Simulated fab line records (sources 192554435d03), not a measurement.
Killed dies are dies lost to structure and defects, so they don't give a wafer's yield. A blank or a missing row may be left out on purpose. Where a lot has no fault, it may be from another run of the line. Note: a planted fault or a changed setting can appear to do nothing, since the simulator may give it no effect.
fab line records	flow n5-finfet
record lots=7	wafers=39
route steps=1938 shown BEOL_M15@1773 TV_OPEN@1890
start-h: start of the lot's first displayed wafer, in hours after the record's first day	wait-h: how many hours have passed since the lot's step before this one	" unchanged from the row above	L1.1+2: a single row standing in for several wafers	- no value, or no start given	* or withheld: withheld	< > ~ a bound
route shown NAME@n: NAME is a module with steps in the file, n the number in the route of the first one	usual: mean/standard deviation taken from wafers without a fault	same: alike in all rows	chamber/n: place in a boat	sites: the reading at each site	_std_site: how widely they spread, as a standard deviation	_edge_site: outer sites' mean less inner sites'	radius-mm: for every site, how far away it sits from the centre of the wafer	mask NAME#n: copy n	behind: tool/chamber where the wafer was last shaped	hold: why the lot went on hold/how many hours it stayed there/how the hold came to an end	device: whichever transistor did not switch (one of n, p or np)	end of line: tests run on the same wafers once the route is complete	step lacking rows: just its recipe	killed: at the first sort, the dies lost to defects and structure; wafer yield is something else	map: shows each die of a wafer: x if killed, . if not, _ if none is there
set.NAME: the run value of the setting; set.NAME@STEP: its run value at that earlier step	model.NAME: the simulator's own value behind a step, which no gauge read
lots run with intentionally changed settings; tables by step, rows by wafer
## steps
# step N5_BEOL_M15_ILD_DEP_00
# recipe material=SiO2	target-thk-a=16293	temp-c=400	precursor=TEOS/O2	pressure-torr=6.5	rf-w=900	teos-flow-sccm=161.4	gas=O2	flow-sccm=2650	time-s=346.1
lot.wafer	tool	chamber	start-h	wait-h	set.target-thk-a	model.SiO2_of_BEOL_M15_ILD_DEP_00.thk-nm
L076.1	pecvd-02	2	280.33	0.0	16293	1599
L076.3	"	0	"	"	16293	1602
L076.4	"	0	"	"	16293	1616
L080.1	pecvd-01	0	297.20	0.0	16293	1608
L080.2	"	2	"	"	16293	1646
L080.3	"	1	"	"	16293	1615
L080.4	"	1	"	"	16293	1651
L080.5	"	0	"	"	16293	1648
L080.6	"	2	"	"	16293	1667
L082.1	pecvd-03	1	303.35	0.0	16293	1632
L082.2	"	2	"	"	13840	1366
L082.3	"	0	"	"	13840	1368
L082.4	"	1	"	"	16293	1648
L082.5	"	2	"	"	16293	1655
L082.6	"	0	"	"	13840	1403
L083.1	pecvd-03	2	315.83	0.0	16293	1613
L083.2	"	0	"	"	16293	1612
L083.3	"	1	"	"	20020	1984
L083.4	"	0	"	"	16293	1634
L083.5	"	2	"	"	20020	2004
L083.6	"	1	"	"	20020	2010
L087.1	pecvd-01	1	348.14	0.0	16293	1623
L087.2	"	0	"	"	16293	1606
L087.3	"	2	"	"	6939	698.8
L087.4	"	2	"	"	6939	708.4
L087.5	"	0	"	"	6939	681
L087.6	"	1	"	"	16293	1628
L090.1	pecvd-01	0	348.77	0.0	12100	1206
L090.2	"	1	"	"	12100	1212
L090.3	"	2	"	"	12100	1223
L090.4	"	1	"	"	16293	1643
L090.5	"	2	"	"	16293	1654
L090.6	"	0	"	"	16293	1640
L092.1	pecvd-01	0	349.92	0.0	16293	1622
L092.2	"	2	"	"	16293	1625
L092.3	"	1	"	"	16293	1639
L092.4	"	1	"	"	16293	1654
L092.5	"	2	"	"	16293	1665
L092.6	"	0	"	"	16293	1635
# step N5_BEOL_M15_THK_MEAS_01
# recipe reads=SiO2_of_BEOL_M15_ILD_DEP_00
# usual M15_ILD_THK=1630/21
lot.wafer	tool	chamber	start-h	wait-h	set.target-thk-a@BEOL_M15_ILD_DEP_00	M15_ILD_THK[nm]
L076.1	film-metro-02	-	280.58	0.1	16293	1597
L076.3	"	-	"	"	16293	1602
L076.4	"	-	"	"	16293	1616
L080.1	film-metro-02	-	297.45	0.1	16293	1609
L080.2	"	-	"	"	16293	1648
L080.3	"	-	"	"	16293	1615
L080.4	"	-	"	"	16293	1651
L080.5	"	-	"	"	16293	1649
L080.6	"	-	"	"	16293	1667
L082.1	film-metro-01	-	303.60	0.1	16293	1631
L082.2	"	-	"	"	13840	1367
L082.3	"	-	"	"	13840	1369
L082.4	"	-	"	"	16293	1647
L082.5	"	-	"	"	16293	1655
L082.6	"	-	"	"	13840	1404
L083.1	film-metro-02	-	316.08	0.1	16293	1612
L083.2	"	-	"	"	16293	1613
L083.3	"	-	"	"	20020	1985
L083.4	"	-	"	"	16293	1634
L083.5	"	-	"	"	20020	2003
L083.6	"	-	"	"	20020	2010
L087.1	film-metro-01	-	348.39	0.1	16293	1623
L087.2	"	-	"	"	16293	1606
L087.3	"	-	"	"	6939	698
L087.4	"	-	"	"	6939	708
L087.5	"	-	"	"	6939	681
L087.6	"	-	"	"	16293	1629
L090.1	film-metro-01	-	349.02	0.1	12100	1206
L090.2	"	-	"	"	12100	1213
L090.3	"	-	"	"	12100	1223
L090.4	"	-	"	"	16293	1643
L090.5	"	-	"	"	16293	1655
L090.6	"	-	"	"	16293	1640
L092.1	film-metro-01	-	350.17	0.1	16293	1622
L092.2	"	-	"	"	16293	1626
L092.3	"	-	"	"	16293	1640
L092.4	"	-	"	"	16293	1653
L092.5	"	-	"	"	16293	1666
L092.6	"	-	"	"	16293	1636
# step N5_BEOL_M15_COAT_58
# recipe resist=BARC	temp-c=205	time-s=60	spin-rpm=1500	resist-thk-nm=89
# step N5_BEOL_M15_COAT_04
# recipe spin-rpm=1704	resist-thk-nm=800
# step N5_BEOL_M15_DESCUM_15
# recipe chemistry=O2	time-s=7.9	source-power-w=50	bias-power-w=20	pressure-mtorr=20	rf-frequency-hz=2.712e+07	temp-c=40	o2-flow-sccm=225
# step N5_BEOL_M15_ETCH_59
# recipe chemistry=N2/H2	target=BARC	target-depth-a=890	overetch-a=267	time-s=67.9	ion-energy-ev=200	pressure-mtorr=30	source-w=840	bias-w=150	n2-flow-sccm=200	h2-flow-sccm=200
# step N5_BEOL_M15_VIA_ETCH_16
# recipe chemistry=C4F8/O2/Ar	target=SiO2	he-inner-torr=15	he-outer-torr=30	target-depth-a=17922	time-s=withheld	ion-energy-ev=800	pressure-mtorr=20	source-w=1905	bias-w=2040	Ar_flow_sccm=400	C4F8_flow_sccm=16	O2_flow_sccm=12	ends=cleared
lot.wafer	tool	chamber	start-h	wait-h	set.target-thk-a@BEOL_M15_ILD_DEP_00	model.etch.depth-nm	model.coat_of_BEOL_M15_COAT_04.thk-nm
L076.1	rie-diel-04	2	281.18	0.0	16293	1599	342.6
L076.3	"	1	"	"	16293	1602	340.8
L076.4	"	3	"	"	16293	1616	329.8
L080.1	rie-diel-03	1	297.93	0.0	16293	1608	337.6
L080.2	"	3	"	"	16293	1646	329.8
L080.3	"	0	"	"	16293	1615	334.4
L080.4	"	1	"	"	16293	1651	330.2
L080.5	"	0	"	"	16293	1648	327.6
L080.6	"	3	"	"	16293	1667	325
L082.1	rie-diel-03	1	304.42	0.0	16293	1632	327.2
L082.2	"	0	"	"	13840	1366	393.6
L082.3	"	3	"	"	13840	1368	393.4
L082.4	"	1	"	"	16293	1648	322.4
L082.5	"	0	"	"	16293	1655	326.6
L082.6	"	3	"	"	13840	1403	384.4
L083.1	rie-diel-04	3	316.69	0.0	16293	1613	333
L083.2	"	1	"	"	16293	1612	341.6
L083.3	"	0	"	"	20020	1984	257
L083.4	"	0	"	"	16293	1634	338.6
L083.5	"	1	"	"	20020	2004	246
L083.6	"	3	"	"	20020	2010	236
L087.1	rie-diel-05	1	348.94	0.0	16293	1623	338
L087.2	"	3	"	"	16293	1606	337.4
L087.3	"	2	"	"	6939	698.7	550.8
L087.4	"	0	"	"	6939	708.4	550.4
L087.5	"	0	"	"	6939	680.9	557.4
L087.6	"	3	"	"	16293	1628	331
L090.1	rie-diel-03	2	349.63	0.0	12100	1206	441
L090.2	"	3	"	"	12100	1212	431
L090.3	"	0	"	"	12100	1223	427
L090.4	"	1	"	"	16293	1643	330
L090.5	"	3	"	"	16293	1654	326.4
L090.6	"	0	"	"	16293	1640	328.4
L092.1	rie-diel-03	2	350.77	0.0	16293	1622	342.4
L092.2	"	0	"	"	16293	1625	334.8
L092.3	"	3	"	"	16293	1639	327
L092.4	"	1	"	"	16293	1654	324.2
L092.5	"	1	"	"	16293	1665	324
L092.6	"	2	"	"	16293	1635	339.2
# step N5_PASSIVATION_ETCH_15
# recipe chemistry=CF4/N2	target=SiCN	target-depth-a=750	taper-deg=2	time-s=81.2	ion-energy-ev=150	mask-material=SiNx	pressure-mtorr=40	source-w=430	bias-w=70	Ar_flow_sccm=100	cf4-flow-sccm=60	n2-flow-sccm=60
lot.wafer	tool	chamber	start-h	wait-h	set.target-depth-a	model.etch.depth-nm
L076.1	rie-diel-03	3	-	-	750	66.26
L076.3	"	1	"	"	750	67.6
L076.4	"	1	"	"	750	67.52
L080.1	rie-diel-04	0	-	-	750	67.65
L080.2	"	3	"	"	543.8	46.95
L080.3	"	1	"	"	750	66.05
L080.4	"	0	"	"	543.8	48.46
L080.5	"	3	"	"	543.8	46.99
L080.6	"	1	"	"	750	66.19
L082.1	rie-diel-04	3	-	-	525.9	45.32
L082.2	"	0	"	"	750	67.14
L082.3	"	1	"	"	525.9	46.44
L082.4	"	0	"	"	750	67.45
L082.5	"	1	"	"	525.9	45.96
L082.6	"	3	"	"	750	64.19
L083.1	rie-diel-04	0	-	-	750	67.35
L083.2	"	3	"	"	750	64.71
L083.3	"	2	"	"	750	65.97
L083.4	"	1	"	"	750	66.44
L083.5	"	3	"	"	750	64.24
L083.6	"	0	"	"	750	67.18
L092.1	rie-diel-04	1	-	-	750	66.05
L092.2	"	3	"	"	750	64.27
L092.3	"	0	"	"	750	66.27
L092.4	"	2	"	"	750	66.16
L092.5	"	3	"	"	750	64.18
L092.6	"	2	"	"	750	65.54
L087.1	rie-diel-03	0	-	-	1003	83.43
L087.2	"	1	"	"	750	66.68
L087.3	"	2	"	"	1003	83.99
L087.4	"	3	"	"	1003	88.05
L087.5	"	0	"	"	750	62.71
L087.6	"	1	"	"	750	65.8
L090.1	rie-diel-04	1	-	-	750	66.74
L090.2	"	3	"	"	750	64.93
L090.3	"	0	"	"	750	66.59
L090.4	"	2	"	"	750	66.22
L090.5	"	0	"	"	750	67.08
L090.6	"	1	"	"	750	67.06
## key
split step=N5_BEOL_M15_ILD_DEP_00	setting=target-thk-a	stated=16293	by=wafer
response step=N5_BEOL_M15_ILD_DEP_00	reading=model.SiO2_of_BEOL_M15_ILD_DEP_00.thk-nm	change=+16.3	per=1%	r=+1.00
response step=N5_BEOL_M15_THK_MEAS_01	reading=M15_ILD_THK	change=+16.3	per=1%	r=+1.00
response step=N5_BEOL_M15_VIA_ETCH_16	reading=model.etch.depth-nm	change=+16.3	per=1%	r=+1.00
response step=N5_BEOL_M15_VIA_ETCH_16	reading=model.coat_of_BEOL_M15_COAT_04.thk-nm	change=-3.88	per=1%	r=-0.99
split step=N5_PASSIVATION_ETCH_15	setting=target-depth-a	stated=750	by=wafer
response step=N5_PASSIVATION_ETCH_15	reading=model.etch.depth-nm	change=+0.651	per=1%	r=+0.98
